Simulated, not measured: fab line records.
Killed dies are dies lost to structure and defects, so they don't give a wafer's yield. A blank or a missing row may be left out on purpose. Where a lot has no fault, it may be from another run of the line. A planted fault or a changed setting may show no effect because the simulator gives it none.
Which tool is to blame?    flow nandHarc    14 lots, 42 wafers sampled, at 4 steps of a route of 1159

## WHAT THE GAUGES READ, wafer by wafer
Not one reading of a measure or inspect step in the record can be checked against a usual standard deviation.

## TOOL THAT RAN EACH LOT (tool first, then ch and the chambers of the sampled wafers, then the start)
lot   NHARC_THIN_TSV_ETCH_44             NHARC_THIN_TSV_DEP_47            NHARC_THIN_TSV_STRIP_62              NHARC_THIN_TSV_ANNEAL_52
L533  rieDiel-03 ch 0,3, day 24 05:14    pecvd-01 ch 0,2, day 24 06:49    plasmaAsher-01 ch 0,1, day 24 07:58  rtpAnneal-02 ch 0, day 24 09:19
L537  rieDiel-08 ch 0,1,3, day 24 06:22  pecvd-01 ch 0,1,2, day 24 08:32  plasmaAsher-02 ch 0,1, day 24 09:17  rtpAnneal-02 ch 0, day 24 10:46
L535  rieDiel-03 ch 0,1, day 24 09:14    pecvd-01 ch 0,2, day 24 10:50    plasmaAsher-01 ch 0,1, day 24 11:37  rtpAnneal-02 ch 0, day 24 12:59
L534  rieDiel-08 ch 1,2,3, day 24 10:29  pecvd-01 ch 0,2, day 24 11:59    plasmaAsher-01 ch 0,1, day 24 12:44  rtpAnneal-01 ch 0, day 24 14:07
L543  rieDiel-12 ch 0,2,3, day 25 00:07  pecvd-04 ch 0,1,2, day 25 01:41  plasmaAsher-01 ch 0,1, day 25 02:21  rtpAnneal-02 ch 0, day 25 03:46
L540  rieDiel-12 ch 0,2, day 25 01:15    pecvd-04 ch 0,1,2, day 25 02:50  plasmaAsher-01 ch 0,1, day 25 03:33  rtpAnneal-02 ch 0, day 25 05:02
L546  rieDiel-12 ch 1,2, day 25 04:09    pecvd-01 ch 0,1,2, day 25 05:44  plasmaAsher-02 ch 0,1, day 25 06:30  rtpAnneal-02 ch 0, day 25 08:02
L547  rieDiel-08 ch 0,1,3, day 26 03:40  pecvd-04 ch 0,1,2, day 26 05:19  plasmaAsher-01 ch 0,1, day 26 06:02  rtpAnneal-02 ch 0, day 26 07:24
L548  rieDiel-03 ch 2,3, day 26 04:50    pecvd-04 ch 1,2, day 26 06:28    plasmaAsher-02 ch 0,1, day 26 07:12  rtpAnneal-01 ch 0, day 26 08:49
L544  rieDiel-12 ch 0,1,2, day 26 06:03  pecvd-04 ch 0,1, day 26 07:43    plasmaAsher-02 ch 0,1, day 26 08:36  rtpAnneal-02 ch 0, day 26 09:58
L552  rieDiel-08 ch 0,1,3, day 26 07:21  pecvd-03 ch 0,1,2, day 26 08:50  plasmaAsher-01 ch 0,1, day 26 09:36  rtpAnneal-02 ch 0, day 26 10:58
L553  rieDiel-03 ch 1,2, day 26 12:37    pecvd-03 ch 0,2, day 26 14:16    plasmaAsher-01 ch 0,1, day 26 14:59  rtpAnneal-02 ch 0, day 26 16:20
L549  rieDiel-08 ch 0,2,3, day 26 17:12  pecvd-03 ch 0,1, day 26 18:41    plasmaAsher-02 ch 0,1, day 26 19:26  rtpAnneal-01 ch 0, day 26 20:48
L556  rieDiel-03 ch 0,2,3, day 27 12:49  pecvd-04 ch 1,2, day 27 14:26    plasmaAsher-01 ch 0,1, day 27 15:13  rtpAnneal-02 ch 0, day 27 16:37
- NHARC_THIN_TSV_ETCH_44: etches the open film in CF4/O2, target depth 1594.2 nm, time 797.1 s.
- NHARC_THIN_TSV_DEP_47: deposits SiO2, target thk 200 nm.
- NHARC_THIN_TSV_STRIP_62: strips in N2/H2, time 20 s.
- NHARC_THIN_TSV_ANNEAL_52: time 90 s.

## AS READ BY THE TOOLS THEMSELVES (means over the sampled wafers that have a number; for cases with no such wafer, the mark the record gives instead)
NHARC_THIN_TSV_ETCH_44. Usual: drypumpMotorCurrentA 5.7 A, standard deviation 0.55; oesProductAu 1.003 a.u., standard deviation 0.0081; rfVppV 795 V, standard deviation 4.7; showerheadPlenumPTorr 1.84 Torr, standard deviation 0.075; throttleValvePct 16.915 %, standard deviation 0.0085.
lot   tool        drypumpMotorCurrentA (A)  oesProductAu (a.u.)  rfVppV (V)  showerheadPlenumPTorr (Torr)  throttleValvePct (%)  flag
L533  rieDiel-03  4.8                       0.995                796         1.87                          16.919                
L537  rieDiel-08  5.6                       1.005                796         1.86                          16.905                
L535  rieDiel-03  5.2                       1.009                797         1.87                          16.918                
L534  rieDiel-08  5.7                       1.000                794         1.83                          16.918                
L543  rieDiel-12  5.5                       1.005                794         1.83                          16.915                
L540  rieDiel-12  5.4                       1.004                791         1.77                          16.922                
L546  rieDiel-12  5.7                       0.939                793         1.80                          16.915                OFF
L547  rieDiel-08  5.5                       0.997                797         1.86                          16.916                
L548  rieDiel-03  6.2                       0.994                796         1.87                          16.918                
L544  rieDiel-12  5.7                       0.966                792         1.80                          16.913                OFF
L552  rieDiel-08  5.6                       1.011                796         1.86                          16.920                
L553  rieDiel-03  6.6                       1.000                797         1.87                          16.915                
L549  rieDiel-08  5.8                       1.002                793         1.81                          16.907                
L556  rieDiel-03  5.5                       0.998                797         1.86                          16.906                

NHARC_THIN_TSV_DEP_47. Usual: chamberPressureTorr 6.501 Torr, standard deviation 0.015; throttleValvePct 15.8 %, standard deviation 0.53.
lot   tool      chamberPressureTorr (Torr)  throttleValvePct (%)  flag
L533  pecvd-01  6.488                       16.3                  
L537  pecvd-01  6.516                       16.2                  
L535  pecvd-01  6.500                       16.3                  
L534  pecvd-01  6.493                       16.3                  
L543  pecvd-04  6.491                       15.9                  
L540  pecvd-04  6.492                       15.8                  
L546  pecvd-01  6.501                       16.4                  
L547  pecvd-04  6.493                       15.9                  
L548  pecvd-04  6.502                       16.2                  
L544  pecvd-04  6.508                       15.6                  
L552  pecvd-03  6.504                       15.1                  
L553  pecvd-03  6.510                       15.4                  
L549  pecvd-03  6.508                       15.2                  
L556  pecvd-04  6.502                       16.4                  

NHARC_THIN_TSV_STRIP_62. Usual: drypumpMotorCurrentA 5.60 A, standard deviation 0.29; heaterPowerW 313 W, standard deviation 26.
lot   tool            drypumpMotorCurrentA (A)  heaterPowerW (W)  flag
L533  plasmaAsher-01  5.51                      297               
L537  plasmaAsher-02  5.88                      342               
L535  plasmaAsher-01  5.40                      312               
L534  plasmaAsher-01  5.52                      295               
L543  plasmaAsher-01  5.50                      299               
L540  plasmaAsher-01  5.39                      314               
L546  plasmaAsher-02  5.90                      340               
L547  plasmaAsher-01  5.50                      303               
L548  plasmaAsher-02  6.07                      323               
L544  plasmaAsher-02  6.02                      328               
L552  plasmaAsher-01  5.41                      310               
L553  plasmaAsher-01  5.41                      314               
L549  plasmaAsher-02  6.02                      330               
L556  plasmaAsher-01  5.41                      301               

NHARC_THIN_TSV_ANNEAL_52. Usual: wafer_temp_C_max 226.1, standard deviation 0.32.
lot   tool          wafer_temp_C_max  flag
L533  rtpAnneal-02  226.0             
L537  rtpAnneal-02  225.8             
L535  rtpAnneal-02  226.3             
L534  rtpAnneal-01  226.2             
L543  rtpAnneal-02  226.1             
L540  rtpAnneal-02  225.6             
L546  rtpAnneal-02  226.1             
L547  rtpAnneal-02  225.8             
L548  rtpAnneal-01  226.4             
L544  rtpAnneal-02  225.8             
L552  rtpAnneal-02  225.9             
L553  rtpAnneal-02  225.9             
L549  rtpAnneal-01  226.2             
L556  rtpAnneal-02  226.0             

## THE ANSWER, worked out from the rows above alone
Rule: a lot counts as off when the mean over its wafers that have a number is more than 3 standard deviations away from the usual mean. A lot without any number at a reading at which 4 lots or more have one is off too. The other lots that the step has rows for count as sound. The gauges are gone through in route order, then the tools' own readings, and for those a lot's mean is taken as printed above. The first step at which some lot is off is used, and at that step the reading that is off furthest; a lot without a number counts as furthest.
Off: L546, L544 (NHARC_THIN_TSV_ETCH_44, oesProductAu).
A tool fits if, at that step or a process step before it, it ran every lot that is off, and no sound lot after the first of them. One candidate fits, namely rieDiel-12 at NHARC_THIN_TSV_ETCH_44. A fault onset in the window from L540 (day 25 01:15, its last sound lot) to L546 (day 25 04:09, its first lot off) fits.
The tool's own readings at NHARC_THIN_TSV_ETCH_44 bear it out: on the lots that are off they differ by more than 5 times the standard deviation of the sound lots' means. oesProductAu reads 0.952 a.u. there against 1.002 a.u. on the sound lots.

## WHAT HAD BEEN PUT IN BY THE SIMULATOR
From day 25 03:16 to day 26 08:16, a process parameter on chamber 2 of rieDiel-12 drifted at NHARC_THIN_TSV_ETCH_44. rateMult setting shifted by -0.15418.
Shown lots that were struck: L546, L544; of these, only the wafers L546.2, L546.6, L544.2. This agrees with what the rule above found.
